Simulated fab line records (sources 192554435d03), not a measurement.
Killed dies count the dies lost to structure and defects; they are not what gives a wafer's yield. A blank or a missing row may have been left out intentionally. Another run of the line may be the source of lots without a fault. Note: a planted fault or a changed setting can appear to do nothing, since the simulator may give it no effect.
fab line records    flow n5-finfet
record lots=4  wafers=12  last-day=17
route steps=1938 shown HKMG_FIN@426 BEOL_M4@1111
lots with no fault: from the same line, run without faults
start-h: start of the lot's first displayed wafer, in hours after the record's first day    wait-h: hours since the lot's step before    " the same as in the row above    L1.1+2: several wafers, shown together as one row    - no value, or no start was given    * or withheld: withheld    < > ~ a bound
route shown NAME@n: a module of which the file shows steps, and the number in the route of the first    usual: average and standard deviation across the fault-free wafers    same: alike in all rows    chamber/n: place in a boat    sites: the reading at each site    _std_site: their standard deviation    _edge_site: the outer-site mean with the inner-site mean subtracted    radius-mm: how far each site lies from the wafer's centre    mask NAME#n: copy n    behind: the most recent tool/chamber to have shaped the wafer    hold: reason for holding the lot/hours on hold/outcome of the hold    device: transistor that didn't switch, given as n, p or np    end of line: the tests these same wafers got at the end of their route    a step without rows: its recipe alone    killed: not the wafer's yield, but the dies lost to structure and defects at the first sort    map: dies across one wafer; x = killed, . = not, _ = none there
set.NAME: the setting the step ran with; set.NAME@STEP: the setting that earlier step ran with    model.NAME: the simulator's own value behind a step, which no gauge read
a table for each step, a row for each wafer; lots at some steps of the route
services: the hour from which a tool's chamber was out of use, counted from the record's first day as start-h (under 0 if before that day), plus the number of hours and why
## steps
# step N5_HKMG_FIN_SOFTBAKE_07
# recipe temp-c=110  time-s=60  resist=CAR-ArF
# step N5_HKMG_FIN_EXPOSE_09
# recipe mask-id=NWFM  na=1.35  source-shape=conventional  sigma-outer=0.8  polarization=unpolarized  dose-mj=39.25
# step N5_HKMG_FIN_PEB_10
# recipe peb-temp-c=withheld  peb-time-s=60  resist=CAR-ArF
# step N5_HKMG_FIN_DEVELOP_11
# recipe develop-time-s=30  developer=TMAH  resist=CAR-ArF  dev-temp-c=23  rinse-liquid=diw  dry=air-spin
# step N5_HKMG_FIN_DESCUM_17
# recipe chemistry=O2  time-s=7.9  source-power-w=50  bias-power-w=20  pressure-mtorr=20  rf-frequency-hz=2.712e+07  temp-c=40  resist=CAR-ArF  o2-flow-sccm=225
# step N5_HKMG_FIN_ETCH_31
# recipe chemistry=CF4  target=SiARC  target-depth-a=455  mask-material=CAR-ArF  time-s=75.8  ion-energy-ev=80  pressure-mtorr=40  source-w=545  bias-w=36  Ar_flow_sccm=100  cf4-flow-sccm=100  ends=cleared
# step N5_HKMG_FIN_ETCH_32
# recipe chemistry=N2/H2  target=SOC  target-depth-a=2400  temp-c=40  time-s=300  ion-energy-ev=200  mask-material=SiARC  pressure-mtorr=30  source-w=840  bias-w=150  n2-flow-sccm=200  h2-flow-sccm=200
# step N5_HKMG_FIN_STRIP_33
# recipe chemistry=N2/H2  temp-c=40  n2-flow-sccm=200  h2-flow-sccm=200  rf-frequency-hz=6e+07
# step N5_HKMG_FIN_STRIP_34
# recipe chemistry=CF4  resist=SiARC  power-w=300  bias-power-w=75  pressure-mtorr=50  cf4-flow-sccm=150  rf-frequency-hz=6e+07
# step N5_HKMG_FIN_ETCH_35
# recipe chemistry=N2/H2  target=SOC  target-depth-a=2158  ion-energy-ev=65  bias-w=5  source-w=3000  time-s=243.4  pressure-mtorr=30  n2-flow-sccm=200  h2-flow-sccm=200
# usual chamber-pressure-mTorr=30.004/0.028  drypump-motor-current-A=5.9/0.56  h2-flow-sccm=200.0/0.65  oes-product-au=0.79/0.081  rf-vpp-V=142.0/1  run-length-s=267.0/0.37  showerhead-plenum-p-Torr=2.59/0.086  throttle-valve-pct=17.79/0.24
lot.wafer  tool         chamber  start-h  wait-h  chamber-pressure-mTorr  drypump-motor-current-A  h2-flow-sccm  oes-product-au  rf-hours-counter-h  rf-vpp-V  run-length-s  showerhead-plenum-p-Torr  throttle-valve-pct  model.HKMG_FIN.feature-depth-nm  model.etch.depth-nm  model.SOC_of_HKMG_FIN_COAT_29.thk-nm
L826.3     rie-diel-05  1        107.24   0.0     30.072                  4.9                      200.5         0.92            23                  141.6     289.7         2.48                      17.45               235.6                            235.6                63.8
L826.5     "            3        "        "       30.023                  6.4                      200.2         0.75            -                   141.6     266.7         2.63                      17.90               218.2                            218.2                82
L826.6     "            2        "        "       30.029                  5.9                      199.8         0.72            -                   142.8     267.3         2.63                      17.60               213.4                            213.4                86
L828.1     rie-diel-05  3        117.29   0.0     30.011                  6.4                      199.9         0.73            168                 142.2     266.7         2.63                      17.90               213.6                            213.7                85.4
L828.4     "            0        "        "       29.982                  5.7                      200.6         0.76            108                 142.8     289.5         2.68                      18.06               235.8                            235.8                63.4
L828.6     "            2        "        "       30.004                  5.9                      198.9         0.71            -                   142.3     266.7         2.62                      17.62               211                              211                  87.2
L829.2     rie-diel-03  3        123.23   0.0     29.992                  6.2                      198.9         0.79            133                 141.3     266.7         2.54                      17.83               218.2                            218.2                82.2
L829.5     "            2        "        "       30.001                  5.8                      200.5         0.95            -                   143.0     267.0         2.72                      18.00               218                              217.9                82
L829.6     "            3        "        "       30.005                  6.1                      199.5         0.78            -                   142.1     267.0         2.54                      17.82               216.4                            216.3                83.8
L838.1     rie-diel-05  1        180.78   0.0     29.991                  4.9                      198.9         0.86            48                  142.3     267.6         2.47                      17.48               212.8                            212.8                87.2
L838.3     "            0        "        "       29.999                  5.7                      200.3         0.74            130                 142.1     266.8         2.67                      18.08               215.2                            215.3                85.2
L838.4     "            2        "        "       29.998                  5.9                      200.5         0.70            226                 141.3     266.8         2.61                      17.63               211.2                            211.2                89
# step N5_HKMG_FIN_STRIP_92
# recipe chemistry=N2/H2  material=SOC  time-s=20  power-w=500  temp-c=40  pressure-mtorr=50  rf-frequency-hz=6e+07  bias-power-w=8  h2-frac=0.5  n2-flow-sccm=300  h2-flow-sccm=300
# usual chamber-pressure-mTorr=50.00/0.044  drypump-motor-current-A=5.9/0.56  h2-flow-sccm=300.0/0.94  oes-product-au=0.79/0.082  power-w=499.9/1.6  rf-vpp-V=54.3/0.84  showerhead-plenum-p-Torr=3.42/0.11  throttle-valve-pct=18.9/0.39
lot.wafer  tool         chamber  start-h  wait-h  chamber-pressure-mTorr  drypump-motor-current-A  h2-flow-sccm  oes-product-au  power-w  rf-hours-counter-h  rf-vpp-V  showerhead-plenum-p-Torr  throttle-valve-pct  model.SOC_of_HKMG_FIN_COAT_29.thk-nm
L826.3     rie-diel-05  1        107.39   0.1     49.99                   4.9                      299.6         0.91            501.1    23                  54.9      3.28                      18.3                53.6
L826.5     "            3        "        "       49.94                   6.4                      300.4         0.75            499.0    -                   53.6      3.47                      18.8                71.8
L826.6     "            2        "        "       50.04                   5.9                      300.3         0.72            499.5    -                   53.4      3.46                      18.7                75.8
L828.1     rie-diel-05  3        117.44   0.1     49.97                   6.4                      299.2         0.74            500.1    168                 54.9      3.47                      18.8                75.4
L828.4     "            0        "        "       50.07                   5.7                      300.3         0.76            501.1    108                 53.9      3.53                      19.5                53.2
L828.6     "            2        "        "       50.08                   5.9                      301.0         0.71            499.6    -                   54.8      3.46                      18.7                77.2
L829.2     rie-diel-03  3        123.38   0.1     50.01                   6.1                      299.9         0.79            500.1    133                 55.4      3.36                      18.9                71.8
L829.5     "            2        "        "       49.97                   5.8                      298.5         0.95            500.6    -                   55.2      3.58                      19.4                71.8
L829.6     "            3        "        "       50.02                   6.1                      298.5         0.79            498.0    -                   53.8      3.36                      18.9                73.2
L838.1     rie-diel-05  1        180.93   0.1     50.03                   4.9                      301.2         0.87            498.2    48                  54.2      3.27                      18.4                77
L838.3     "            0        "        "       49.97                   5.7                      301.7         0.75            499.5    130                 54.0      3.52                      19.5                74.8
L838.4     "            2        "        "       50.04                   6.0                      301.3         0.70            498.1    226                 54.7      3.45                      18.7                79
# step N5_HKMG_FIN_WET_ETCH_18
# recipe chemistry=SC1  target=TiN  mix=1:1:5  temp-c=*  time-s=55  target-depth-nm=5.2  dry=ipa-marangoni  rinse-time-s=30  rinse-temp-c=23
# step N5_BEOL_M4_RC_MEAS_101
# usual DIBL_N=36.4/1.4  DIBL_P=36.4/1.5  IOFF_N=0.156/0.022  IOFF_P=0.210/0.023  ION_N=675/9.1  ION_P=463/5.7  SS_N=71.6/0.45  SS_P=73.3/0.56  VT_N=250/3.1  VT_P=-250.3/2.3
lot.wafer  tool       chamber  start-h  wait-h  DIBL_N[mV/V]  DIBL_P[mV/V]  IOFF_N[nA/um]  IOFF_P[nA/um]  ION_N[uA/um]  ION_P[uA/um]  SS_N[mV/dec]  SS_P[mV/dec]  VT_N[mV]  VT_P[mV]
L826.3     prober-01  0        224.19   0.3     36.2          36.9          0.182          0.227          678           463           71.5          73.5          246       -249.8
L826.5     "          0        "        "       33.7          35.0          0.139          0.194          672           464           70.9          71.9          249       -250.3
L826.6     "          0        "        "       36.1          38.1          0.190          0.258          694           476           71.9          73.3          243       -247.5
L828.1     prober-02  0        234.37   0.0     37.4          37.3          0.156          0.211          669           464           72.4          73.7          249       -252.6
L828.4     "          0        "        "       38.2          37.2          0.164          0.203          678           456           72.1          73.3          251       -254.0
L828.6     "          0        "        "       37.3          37.2          0.151          0.194          664           451           71.3          73.2          251       -254.2
L829.2     prober-01  0        242.12   0.2     38.4          41.1          0.218          0.288          696           471           71.7          74.5          243       -245.6
L829.5     "          0        "        "       35.5          37.5          0.162          0.217          676           464           71.1          72.9          249       -247.3
L829.6     "          0        "        "       36.9          38.5          0.187          0.229          685           464           71.4          73.7          245       -249.3
L838.1     prober-01  0        301.31   0.0     36.6          36.1          0.158          0.193          689           465           71.4          73.9          250       -250.6
L838.3     "          0        "        "       36.9          36.0          0.150          0.195          678           462           71.5          73.6          248       -252.7
L838.4     "          0        "        "       36.1          35.3          0.148          0.180          682           461           71.5          73.0          249       -253.8
## services
tool         chamber  start-h  hours  kind
rie-diel-03  -        99.11    2.8    pm
rie-diel-03  0        136.43   -      clean
rie-diel-03  0        136.43   -      consumable-replace:focus-ring
rie-diel-03  0        136.43   34.1   scheduled-down
rie-diel-03  0        136.43   34.1   vent-cycle
## key
first-sign step=N5_HKMG_FIN_ETCH_35  reading=run-length-s  direction=up  sigmas=61  usual=*  struck=*
effect none on later readings
model-effect step=N5_HKMG_FIN_ETCH_35  value=HKMG_FIN.feature-depth-nm  without=215.7  struck=235.7
model-effect step=N5_HKMG_FIN_STRIP_92  value=SOC_of_HKMG_FIN_COAT_29.thk-nm  without=73.3  struck=53.4
met-at N5_HKMG_FIN_ETCH_35
struck-wafers L826.3,L828.4
fault kind=process-parameter-drift  tool=rie-diel-05  chamber=-  onset-h=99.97  steps=N5_HKMG_FIN_ETCH_35  channel=time-s  offset=*  shape=step  end-h=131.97  scope=struck-wafers-only  acts-in=*  stated=*
